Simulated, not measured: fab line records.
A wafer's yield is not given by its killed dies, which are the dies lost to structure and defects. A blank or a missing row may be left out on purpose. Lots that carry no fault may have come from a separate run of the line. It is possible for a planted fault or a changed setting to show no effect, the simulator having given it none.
Chamber matching ; flow nand_harc ; rie_diel-03 running NHARC_A_CONTACT_DESCUM_74: 4 sister chambers
The step chemistry O2, time 3 s. 14 wafers are shown with their chamber, then 7 later ones without.

== WAFERS PAIRED WITH THEIR CHAMBERS ==
wafer;chamber;showerhead_plenum_p_Torr (Torr);drypump_motor_current_A (A);oes_product_au (a.u.)
L871.1;3;2.01;4.9;1.026
L871.2;1;1.83;5.8;1.024
L871.5;2;1.94;6.3;1.003
L874.2;3;2.01;4.9;1.014
L874.3;0;2.07;5.5;1.002
L874.5;1;1.83;5.8;1.016
L880.2;2;1.94;6.3;0.999
L880.5;0;2.07;5.4;1.008
L880.6;1;1.82;5.8;1.033
L879.1;1;1.82;5.8;1.028
L879.2;0;2.07;5.4;1.001
L879.4;3;2.01;4.9;1.014
L882.3;2;1.94;6.3;0.996
L882.5;0;2.07;5.4;1.000

SIGNATURES, as means of the wafers listed above
reading;chamber 0;chamber 1;chamber 2;chamber 3;scatter within a chamber
showerhead_plenum_p_Torr;2.0700;1.8250;1.9400;2.0100;0.00316
drypump_motor_current_A;5.425;5.800;6.300;4.900;0.0274
oes_product_au;1.00275;1.02525;0.99933;1.01800;0.00561
Rule: for each reading, subtract the chamber's mean from the wafer's reading, divide by that reading's scatter and square the result; add these up over the readings and take the root, which gives the wafer's distance from the chamber. The wafer belongs to the nearest chamber; if the next one is less than 2 further off, it can't be placed. The scatter: take each reading less its chamber's mean, square it, sum over the shown wafers, divide by the number of wafers less the number of chambers, and take the root.

== WAFERS MISSING THEIR CHAMBER ==
wafer;showerhead_plenum_p_Torr (Torr);drypump_motor_current_A (A);oes_product_au (a.u.)
L882.6;2.01;4.9;1.014
L890.2;1.93;6.3;1.012
L890.3;2.00;4.9;1.016
L890.4;1.82;5.8;1.008
L892.1;2.00;4.9;1.021
L892.4;1.93;6.3;1.006
L892.6;2.00;5.0;1.021

== EACH ONE'S CHAMBER ==
wafer;from the rows above;in truth
L882.6;3;3
L890.2;2;2
L890.3;3;3
L890.4;1;1
L892.1;3;3
L892.4;2;2
L892.6;3;3
Correct placement for 7 of the 7. From these rows, 0 cannot be placed. 0 placed wrongly.
